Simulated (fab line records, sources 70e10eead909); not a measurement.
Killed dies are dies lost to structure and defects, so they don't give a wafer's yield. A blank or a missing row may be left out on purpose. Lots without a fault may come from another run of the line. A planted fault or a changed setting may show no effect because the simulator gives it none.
Which tool did it? | flow nand_harc | 12 lots, 34 wafers sampled, at 5 steps of a route of 1302

WHAT THE GAUGES READ, wafer by wafer
NHARC_END_SORT_01.
lot  | measured     | on        | killed_at_array | killed_at_other | killed_at_periphery | killed_dies | killed_open | killed_short
L653 | day 25 05:31 | prober-02 | 68 81 87        | 0 0 0           | 4 2 0               | 72 83 87    | 2 3 4       | 4 2 3
L654 | day 25 12:31 | prober-02 | 85 82 82        | 0 0 0           | 3 3 5               | 88 85 87    | 5 6 5       | 3 2 0
L655 | day 25 18:37 | prober-01 | 40 43 58        | 3 3 2           | 4 4 5               | 47 50 65    | 3 4 3       | 2 8 2
L656 | day 26 13:35 | prober-02 | 61 60 55        | 1 1 1           | 6 1 1               | 68 62 57    | 5 2 4       | 2 4 3
L658 | day 27 08:58 | prober-01 | 70 47 48        | 0 0 0           | 0 3 0               | 70 50 48    | 1 7 0       | 2 3 0
L659 | day 28 12:52 | prober-02 | 57 58 54        | 1 3 2           | 10 8 7              | 68 69 63    | 2 7 4       | 1 2 2
L660 | day 29 18:06 | prober-02 | 64 60 52        | 1 3 0           | 8 2 8               | 73 65 60    | 5 2 3       | 1 1 0
L662 | day 29 10:19 | prober-01 | 85 68 77        | 1 1 0           | 1 2 4               | 87 71 81    | 2 3 4       | 3 2 3
L661 | day 30 02:42 | prober-02 | 67 67 61        | 0 0 1           | 4 3 2               | 71 70 64    | 6 5 0       | 0 4 2
L668 | day 31 05:10 | prober-02 | 674 49          | 2 6             | 1 3                 | 677 58      | 2 2         | 1 2
L667 | day 31 13:43 | prober-01 | 672 73          | 0 0             | 4 2                 | 676 75      | 3 6         | 4 2
L674 | day 33 21:01 | prober-01 | 28 41 29        | 0 1 0           | 1 3 1               | 29 45 30    | 4 4 2       | 3 4 2

WHICH TOOL RAN EACH LOT (tool, then ch and the chambers of the sampled wafers, then the start)
lot  | NHARC_A_STAIRCASE_ETCH_170                    | NHARC_A_STAIRCASE_TRIM_12          | NHARC_A_STAIRCASE_TRIM_18                     | NHARC_A_STAIRCASE_ETCH_23
L653 | rie_diel-08 ch 0,1, day 16 09:44 or earlier   | rie_diel-10 ch 1,2, day 16 09:44   | rie_diel-10 ch 0,1,2, day 25 05:31 or earlier | rie_diel-10 ch 0,3, day 25 05:31 or earlier
L654 | rie_diel-10 ch 0,2,3, day 16 17:00 or earlier | rie_diel-03 ch 0,1,2, day 16 17:00 | rie_diel-03 ch 0,1,2, day 25 12:31 or earlier | rie_diel-10 ch 0,1,3, day 25 12:31 or earlier
L655 | rie_diel-10 ch 0,2, day 17 04:43 or earlier   | rie_diel-10 ch 0,2, day 17 04:43   | rie_diel-10 ch 2,3, day 25 18:37 or earlier   | rie_diel-08 ch 2,3, day 25 18:37 or earlier
L656 | rie_diel-03 ch 0,2, day 18 01:36 or earlier   | rie_diel-10 ch 0,1,2, day 18 01:36 | rie_diel-10 ch 0,2, day 26 13:35 or earlier   | rie_diel-03 ch 1,3, day 26 13:35 or earlier
L658 | rie_diel-03 ch 0,1,3, day 18 18:11 or earlier | rie_diel-08 ch 0,3, day 18 18:11   | rie_diel-08 ch 1,3, day 27 08:58 or earlier   | rie_diel-08 ch 0,3, day 27 08:58 or earlier
L659 | rie_diel-10 ch 0,1, day 19 14:30 or earlier   | rie_diel-08 ch 0,3, day 19 14:30   | rie_diel-08 ch 1,2,3, day 28 12:52 or earlier | rie_diel-08 ch 1,2, day 28 12:52 or earlier
L660 | rie_diel-10 ch 0,2,3, day 20 03:22 or earlier | rie_diel-08 ch 0,2,3, day 20 03:22 | rie_diel-08 ch 0,2,3, day 29 18:06 or earlier | rie_diel-10 ch 0,2,3, day 29 18:06 or earlier
L662 | rie_diel-10 ch 0,2,3, day 20 07:44 or earlier | rie_diel-08 ch 2,3, day 20 07:44   | rie_diel-08 ch 1,2,3, day 29 10:19 or earlier | rie_diel-08 ch 1,3, day 29 10:19 or earlier
L661 | rie_diel-03 ch 0,1,3, day 20 15:08 or earlier | rie_diel-03 ch 0, day 20 15:08     | rie_diel-03 ch 0, day 30 02:42 or earlier     | rie_diel-10 ch 0,3, day 30 02:42 or earlier
L668 | rie_diel-03 ch 0,2, day 22 08:02 or earlier   | rie_diel-08 ch 0,2, day 22 08:02   | rie_diel-08 ch 2,3, day 31 05:10 or earlier   | rie_diel-03 ch 1,2, day 31 05:10 or earlier
L667 | rie_diel-08 ch 1,2, day 22 20:11 or earlier   | rie_diel-08 ch 2, day 22 20:11     | rie_diel-08 ch 0,2, day 31 13:43 or earlier   | rie_diel-08 ch 1,3, day 31 13:43 or earlier
L674 | rie_diel-08 ch 1,2,3, day 25 05:37 or earlier | rie_diel-08 ch 1,2,3, day 25 05:37 | rie_diel-08 ch 0,2, day 33 21:01 or earlier   | rie_diel-03 ch 1,2,3, day 33 21:01 or earlier
- NHARC_A_STAIRCASE_ETCH_170: etches the open film in C4F6/O2, target depth 200 nm, time 66.667 s.
- NHARC_A_STAIRCASE_TRIM_12: chemistry O2, time 211.2 s.
- NHARC_A_STAIRCASE_TRIM_18: chemistry O2, time 211.2 s.
- NHARC_A_STAIRCASE_ETCH_23: etches the open film in C4F8/O2, target depth 100 nm, time 40.5 s.

WHAT THE TOOLS THEMSELVES READ (means of the sampled wafers that have a number; where no wafer has one, the mark that the record gives instead)
NHARC_A_STAIRCASE_ETCH_170.
lot  | tool        | c4f6_flow_sccm (sccm) | drypump_motor_current_A (A) | oes_product_au (a.u.) | rf_vpp_V (V) | showerhead_plenum_p_Torr (Torr) | throttle_valve_pct (%)
L653 | rie_diel-08 | 25.06                 | 5.9                         | 0.987                 | 550          | 4.06                            | 26.910
L654 | rie_diel-10 | 24.95                 | 5.3                         | 0.970                 | 545          | 3.81                            | 26.899
L655 | rie_diel-10 | 24.96                 | 5.2                         | 0.977                 | 545          | 3.87                            | 26.902
L656 | rie_diel-03 | 24.97                 | 5.7                         | 0.977                 | 544          | 3.80                            | 26.905
L658 | rie_diel-03 | 25.01                 | 5.8                         | 0.969                 | 547          | 3.91                            | 26.899
L659 | rie_diel-10 | 25.08                 | 5.5                         | 0.984                 | 544          | 3.79                            | 26.903
L660 | rie_diel-10 | 25.03                 | 5.3                         | 0.964                 | 548          | 3.99                            | 26.902
L662 | rie_diel-10 | 25.04                 | 5.3                         | 0.978                 | 549          | 3.99                            | 26.897
L661 | rie_diel-03 | 25.05                 | 5.8                         | 0.975                 | 546          | 3.90                            | 26.897
L668 | rie_diel-03 | 25.02                 | 5.6                         | 0.976                 | 552          | 4.17                            | 26.902
L667 | rie_diel-08 | 24.94                 | 5.8                         | 0.976                 | 550          | 4.03                            | 26.898
L674 | rie_diel-08 | 24.99                 | 6.0                         | 0.987                 | 550          | 4.09                            | 26.902

NHARC_A_STAIRCASE_TRIM_12.
lot  | tool        | drypump_motor_current_A (A) | oes_product_au (a.u.) | rf_vpp_V (V) | showerhead_plenum_p_Torr (Torr) | throttle_valve_pct (%)
L653 | rie_diel-10 | 5.7                         | 1.002                 | 57.4         | 3.40                            | 17.042
L654 | rie_diel-03 | 5.8                         | 0.996                 | 58.5         | 3.44                            | 17.039
L655 | rie_diel-10 | 5.2                         | 1.003                 | 57.5         | 3.48                            | 17.029
L656 | rie_diel-10 | 5.5                         | 0.998                 | 57.8         | 3.43                            | 17.035
L658 | rie_diel-08 | 6.0                         | 1.006                 | 57.8         | 3.55                            | 17.036
L659 | rie_diel-08 | 6.2                         | 1.009                 | 57.4         | 3.42                            | 17.041
L660 | rie_diel-08 | 6.0                         | 1.004                 | 57.5         | 3.54                            | 17.039
L662 | rie_diel-08 | 6.1                         | 1.008                 | 56.8         | 3.42                            | 17.042
L661 | rie_diel-03 | 5.5                         | 1.009                 | 58.6         | 3.70                            | 17.038
L668 | rie_diel-08 | 5.8                         | 0.905                 | 58.1         | 3.65                            | 17.041
L667 | rie_diel-08 | 5.8                         | 0.910                 | 57.0         | 3.63                            | 17.032
L674 | rie_diel-08 | 6.0                         | 1.001                 | 58.4         | 3.68                            | 17.034

NHARC_A_STAIRCASE_TRIM_18.
lot  | tool        | drypump_motor_current_A (A) | oes_product_au (a.u.) | rf_vpp_V (V) | showerhead_plenum_p_Torr (Torr) | throttle_valve_pct (%)
L653 | rie_diel-10 | 5.5                         | 0.999                 | 57.8         | 3.44                            | 17.028
L654 | rie_diel-03 | 5.8                         | 0.994                 | 56.7         | 3.44                            | 17.045
L655 | rie_diel-10 | 5.4                         | 1.001                 | 56.5         | 3.36                            | 17.046
L656 | rie_diel-10 | 5.1                         | 0.997                 | 57.7         | 3.50                            | 17.036
L658 | rie_diel-08 | 6.0                         | 0.999                 | 57.9         | 3.52                            | 17.037
L659 | rie_diel-08 | 6.0                         | 1.003                 | 58.0         | 3.53                            | 17.037
L660 | rie_diel-08 | 6.0                         | 1.010                 | 57.5         | 3.54                            | 17.033
L662 | rie_diel-08 | 6.0                         | 1.008                 | 57.2         | 3.52                            | 17.038
L661 | rie_diel-03 | 5.5                         | 0.987                 | 57.9         | 3.70                            | 17.036
L668 | rie_diel-08 | 6.0                         | 1.006                 | 56.9         | 3.46                            | 17.046
L667 | rie_diel-08 | 5.8                         | 1.006                 | 57.3         | 3.64                            | 17.039
L674 | rie_diel-08 | 5.9                         | 1.018                 | 58.0         | 3.64                            | 17.034

NHARC_A_STAIRCASE_ETCH_23.
lot  | tool        | oes_product_au (a.u.) | rf_vpp_V (V)
L653 | rie_diel-10 | 0.956                 | 889
L654 | rie_diel-10 | 0.942                 | 890
L655 | rie_diel-08 | 0.954                 | 892
L656 | rie_diel-03 | 0.937                 | 893
L658 | rie_diel-08 | 0.940                 | 893
L659 | rie_diel-08 | 0.939                 | 901
L660 | rie_diel-10 | 0.946                 | 898
L662 | rie_diel-08 | 0.945                 | 897
L661 | rie_diel-10 | 0.948                 | 896
L668 | rie_diel-03 | 0.936                 | 896
L667 | rie_diel-08 | 0.936                 | 892
L674 | rie_diel-03 | 0.950                 | 897

THE ANSWER, worked out from the rows above alone
Rule: what is usual is taken from the lots themselves. Put in order of their means at a reading, lots are off if they are a third of the lots or fewer, leave a main group of 4 or more, and stand apart from it by a gap of 3 or more times the standard deviation of the main group's means; of several such gaps the widest counts. A main group whose means are all the same, to the digits that the tables above print for the reading, isn't used. A lot without any number at a reading at which 4 lots or more have one is off too. The other lots that the step has rows for count as sound. The gauges are gone through in route order, then the tools' own readings, and for those a lot's mean is taken as printed above. The first step at which some lot is off is used, and at that step the reading that is off furthest; a lot without a number counts as furthest.
Off: L668, L667, at NHARC_END_SORT_01 (killed_dies). The main group: mean 66, standard deviation 14.
A tool fits if, at a process step before that reading, it ran every lot that is off, and no sound lot after the first of them. The gauges at NHARC_END_SORT_01 aren't tried: what is off there is off at NHARC_A_STAIRCASE_TRIM_12 too, on other tools, and a gauge's error can't cause that. NHARC_A_STAIRCASE_ETCH_170 gives no start for some lots, so the hours and the order of its lots are those of NHARC_A_STAIRCASE_TRIM_12. NHARC_A_STAIRCASE_TRIM_18 gives no start for some lots, so the hours and the order of its lots are those of NHARC_END_SORT_01. NHARC_A_STAIRCASE_ETCH_23 gives no start for some lots, so the hours and the order of its lots are those of NHARC_END_SORT_01. None of those tried fits.

WHAT THE SIMULATOR HAD PUT IN
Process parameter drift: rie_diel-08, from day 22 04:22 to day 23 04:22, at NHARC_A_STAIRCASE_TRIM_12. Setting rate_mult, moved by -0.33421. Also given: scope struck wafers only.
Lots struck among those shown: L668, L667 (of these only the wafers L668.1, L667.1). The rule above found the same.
